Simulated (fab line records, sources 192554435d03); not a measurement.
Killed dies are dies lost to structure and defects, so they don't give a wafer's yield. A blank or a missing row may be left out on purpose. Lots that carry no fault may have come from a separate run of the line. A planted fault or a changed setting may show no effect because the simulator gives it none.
Matching of chambers || flow n5-finfet || N5_BEOL_M6_ALD_77 on ald-metal-02 has 4 sister chambers
The step deposits TaN, target thk 2 nm, pulse time 2 s, purge time 3 s. 8 wafers are shown with their chamber, then 7 later ones without.

EACH WAFER AND ITS CHAMBER
{"wafer": "L079.6", "chamber": 2, "heater-power-w (W)": 443, "susceptor-temp-C (C)": 275.21}
{"wafer": "L086.3", "chamber": 2, "heater-power-w (W)": 449, "susceptor-temp-C (C)": 275.09}
{"wafer": "L086.6", "chamber": 1, "heater-power-w (W)": 401, "susceptor-temp-C (C)": 275.19}
{"wafer": "L088.2", "chamber": 0, "heater-power-w (W)": 442, "susceptor-temp-C (C)": 275.21}
{"wafer": "L088.3", "chamber": 3, "heater-power-w (W)": 400, "susceptor-temp-C (C)": 274.80}
{"wafer": "L088.5", "chamber": 0, "heater-power-w (W)": 442, "susceptor-temp-C (C)": 274.85}
{"wafer": "L087.1", "chamber": 1, "heater-power-w (W)": 405, "susceptor-temp-C (C)": 275.07}
{"wafer": "L087.3", "chamber": 3, "heater-power-w (W)": 407, "susceptor-temp-C (C)": 274.94}

WAFERS WITHOUT THEIR CHAMBER
{"wafer": "L087.6", "heater-power-w (W)": 427, "susceptor-temp-C (C)": 275.11}
{"wafer": "L090.1", "heater-power-w (W)": 407, "susceptor-temp-C (C)": 274.87}
{"wafer": "L090.4", "heater-power-w (W)": 444, "susceptor-temp-C (C)": 275.08}
{"wafer": "L090.5", "heater-power-w (W)": 445, "susceptor-temp-C (C)": 274.98}
{"wafer": "L091.3", "heater-power-w (W)": 413, "susceptor-temp-C (C)": 274.89}
{"wafer": "L091.5", "heater-power-w (W)": 392, "susceptor-temp-C (C)": 275.08}
{"wafer": "L091.6", "heater-power-w (W)": 443, "susceptor-temp-C (C)": 275.30}

THE CHAMBER EACH PASSED THROUGH
{"wafer": "L087.6", "from the rows above": "can't be placed: 0 or 2", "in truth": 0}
{"wafer": "L090.1", "from the rows above": "can't be placed: 3 or 1", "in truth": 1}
{"wafer": "L090.4", "from the rows above": "can't be placed: 0 or 2", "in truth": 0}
{"wafer": "L090.5", "from the rows above": "can't be placed: 0 or 2", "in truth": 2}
{"wafer": "L091.3", "from the rows above": "can't be placed: 3 or 1", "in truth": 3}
{"wafer": "L091.5", "from the rows above": "can't be placed: 1 or 3", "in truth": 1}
{"wafer": "L091.6", "from the rows above": "can't be placed: 2 or 0", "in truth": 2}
0 of 7 placed correctly. Cannot be placed on the basis of these rows: 7; the candidates contain the true chamber in 7. Wrongly placed: 0.
How it was worked out, from the rows above alone: a wafer's distance from a chamber is the root of the sum, over the readings, of the square of ((its reading less the chamber's mean) divided by the reading's scatter). If the next closest chamber is less than 2 further off than the closest, the wafer can't be placed; otherwise it belongs to the closest. A chamber's mean is the mean of its shown wafers. The scatter is the square root of a quotient: the sum, over the shown wafers, of each reading's squared deviation from its chamber's mean, divided by wafers minus chambers.
